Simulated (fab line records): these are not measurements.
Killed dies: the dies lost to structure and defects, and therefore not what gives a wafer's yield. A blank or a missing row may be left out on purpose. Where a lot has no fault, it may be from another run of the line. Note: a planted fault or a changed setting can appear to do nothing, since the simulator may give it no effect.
Comparing a struck lot with a sound one :: flow n5Finfet :: 44 out of 1938 route steps
Sound: these wafers, L636.2, L636.3, L636.5. Struck: wafers L624.4, L624.5 (left out: L624.2, a lot-mate that was not struck); the cause follows at the end.
At each step with rows: each side's tool, then ch and its chambers, then its first start. Under that, the readings that differ: sound wafers :: struck wafers :: difference of the means :: sigmas: that difference in standard deviations of wafers without a fault.
alike: same words and numbers on both sides, and readings whose means sit less than 2 such deviations apart. not compared: any withheld reading, any reading some wafer has no value for, any bound like >300 that may hide the same value, and any number with overlapping values for which the record gives no deviation.
A row with sigmas, a row that says differs or no value, or rows on one side alone: a step with any of these is where the two part. When numbers do not overlap yet have no deviation, they are printed without sigmas and do not part them. A reading that every wafer of one side lacks parts them only if that side has two wafers or more.

N5_BEOL_M6_ALD_77: deposits TaN, target thk 2 nm, pulse time 2 s, purge time 3 s.
  sound on aldMetal-03 ch 0,2,3, day 11 23:55; struck on aldMetal-04 ch 2,3, day 9 14:10
  alike: heaterPowerW
then, 4 steps without rows for these wafers: N5_BEOL_M6_SURFACE_TREAT_79; N5_BEOL_M6_CVD_78 (deposits Co from CCTBA/H2, target thk 2 nm, time 142.3 s); N5_BEOL_M6_SPUTTER_48 (material Cu, target thk 10 nm, time 1.667 s); N5_BEOL_M6_ECD_50 (material Cu, target thk 300 nm).
N5_BEOL_M6_ANNEAL_51: time 90 s.
  sound on rtpAnneal-01 ch 0, day 12 00:53; struck on rtpAnneal-02 ch 0, day 9 17:11
  alike: wafer_temp_C_max
then, 1 step without rows for these wafers: N5_BEOL_M6_CMP_52 (polishes, stops on SiCOH lowk, t overpolish 6.9 s, target thk 80 nm).
N5_BEOL_M6_THK_MEAS_53: measures by xrf.
  sound on filmMetro-02, day 12 01:26; struck on filmMetro-01, day 9 17:44
  alike: M6_THK
then, 2 steps without rows for these wafers: N5_BEOL_M6_PRE_CLEAN_55 (time 15 s); N5_BEOL_M6_DEP_56 (deposits SiCN from 3MS/NH3, target thk 10 nm, time 17.5 s).
N5_BEOL_M6_RS_MEAS_57: a four-point-probe measurement.
  sound on filmMetro-01, day 12 01:34; struck on filmMetro-01, day 9 17:52
  alike: M6_RS
N5_BEOL_M6_INSPECT_58: inspects for defects (darkfield).
  sound on defectInspect-01, day 12 01:35; struck on defectInspect-02, day 9 17:53
reading: rawDefectCount
sound: 94 76 125
struck: 58 59
difference: -40
sigmas: -2
N5_BEOL_M7_ILD_DEP_00: deposits SiCOH lowk from DEMS/porogen, target thk 179.75 nm, time 33.4 s.
  sound on pecvd-03 ch 1,2, day 12 01:37; struck on pecvd-04 ch 1,2, day 9 17:56
reading: model.SiCOH_lowk_of_BEOL_M7_ILD_DEP_00.thkNm (nm)
sound: 177 179.8 182.6
struck: 224.8 229.2
difference: +47.2
sigmas: 
  alike: heaterPowerW, showerheadPlenumPTorr, throttleValvePct
N5_BEOL_M7_CURE_74: cures SiCOH lowk, time 240 s.
  sound on uvCure-02 ch 2, day 12 02:00; struck on uvCure-01 ch 1, day 9 18:05
  alike: lampPowerPct, wafer_temp_C_max
N5_BEOL_M7_THK_MEAS_01:
  sound on filmMetro-01, day 12 02:26; struck on filmMetro-01, day 9 18:31
reading: M7_ILD_THK (nm)
sound: 152.6 155.0 157.6
struck: 194.3 198.2
difference: +41.2
sigmas: +22
N5_BEOL_M7_PECVD_70: deposits SiO2 from TEOS/O2, target thk 20 nm, time 22.7 s.
  sound on pecvd-03 ch 1, day 12 02:28; struck on pecvd-04 ch 0,2, day 9 18:33
  alike: heaterPowerW, showerheadPlenumPTorr, throttleValvePct
then, 9 steps without rows for these wafers: N5_BEOL_M7_HM_DEP_02 (deposits TiN, target thk 20 nm); N5_BEOL_M7_COAT_59 (time 60 s, resist thk 100 nm); N5_BEOL_M7_COAT_60 (time 60 s, resist thk 35 nm); N5_BEOL_M7_COAT_05 (resist thk 90 nm); N5_BEOL_M7_EBR_07; N5_BEOL_M7_SOFTBAKE_06 (time 60 s); N5_BEOL_M7_EXPOSE_08 (exposes mask M7); N5_BEOL_M7_PEB_09 (peb time 60 s); N5_BEOL_M7_DEVELOP_10 (develop time 30 s).
N5_BEOL_M7_CD_MEAS_11 targets a cd of 38.5 nm.
  sound on cdSem-01 ch 0, day 12 03:59; struck on cdSem-03 ch 0, day 9 20:10
  alike: cdNm
N5_BEOL_M7_OVL_MEAS_12:
  sound on overlay-02 ch 0, day 12 04:01; struck on overlay-01 ch 0, day 9 20:12
  alike: M7_OVL
N5_BEOL_M7_INSPECT_13: inspects for defects (brightfield).
  sound on defectInspect-01, day 12 04:02; struck on defectInspect-01, day 9 20:14
  alike: rawDefectCount
then, 1 step without rows for these wafers: N5_BEOL_M7_DESCUM_16 (chemistry O2, time 7.9 s).
N5_BEOL_M7_ETCH_61: etches SiARC in CF4, target depth 45.5 nm, time 75.8 s.
  sound on rieDiel-01 ch 0,2,3, day 12 04:12; struck on rieDiel-03 ch 3, day 9 20:17
  alike: biasW, drypumpMotorCurrentA, etchRfOnTimeS, oesProductAu, rfVppV, showerheadPlenumPTorr, throttleValvePct
  not compared: rfHoursCounterH
then, 5 steps without rows for these wafers: N5_BEOL_M7_ETCH_62 (etches SOC in N2/H2, target depth 110 nm, overetch 22 nm, time 165 s); N5_BEOL_M7_STRIP_68 (strips in N2/H2); N5_BEOL_M7_STRIP_67 (strips in CF4); N5_BEOL_M7_HM_OPEN_17 (chemistry Cl2/BCl3, target TiN, target depth 20 nm, overetch 6 nm); N5_BEOL_M7_STRIP_19 (strips in O2).
N5_BEOL_M7_CD_MEAS_18: pitch 80 nm, target cd 40 nm.
  sound on cdSem-02, day 12 04:38; struck on cdSem-01, day 9 20:47
reading: cdNm (nm)
sound: 41.0 41.4 41.9
struck: 39.7 39.0
difference: -2.1
sigmas: -3
then, 6 steps without rows for these wafers: N5_BEOL_M7_COAT_63 (time 60 s, resist thk 60 nm); N5_BEOL_M7_COAT_64 (time 60 s, resist thk 12 nm); N5_BEOL_M7_COAT_71 (time 60 s, resist thk 5 nm); N5_BEOL_M7_COAT_22 (resist thk 30 nm); N5_BEOL_M7_EBR_24; N5_BEOL_M7_SOFTBAKE_23 (time 60 s).
N5_BEOL_M7_CMP_52: polishes, stops on SiCOH lowk, t overpolish 6.9 s, target thk 80 nm.
  sound on cmp-02 ch 0,1, day 12 09:28; struck on cmp-03 ch 1,2, day 10 00:36
reading: model.SiCOH_lowk_of_BEOL_M7_ILD_DEP_00.thkNm (nm)
sound: 149.6 152 154.4
struck: 191.2 195.2
difference: +41.2
sigmas: 
  alike: motorCurrentA
then, 1 step without rows for these wafers: N5_PASSIVATION_PROBE_49.

== WHERE THEY PART ==
Last at N5_BEOL_M7_CD_MEAS_18 as far as this record goes, first at N5_BEOL_M6_INSPECT_58. Later steps at which nothing parts them and some readings are alike: N5_BEOL_M7_CMP_52.

WHY: what the simulator had put in
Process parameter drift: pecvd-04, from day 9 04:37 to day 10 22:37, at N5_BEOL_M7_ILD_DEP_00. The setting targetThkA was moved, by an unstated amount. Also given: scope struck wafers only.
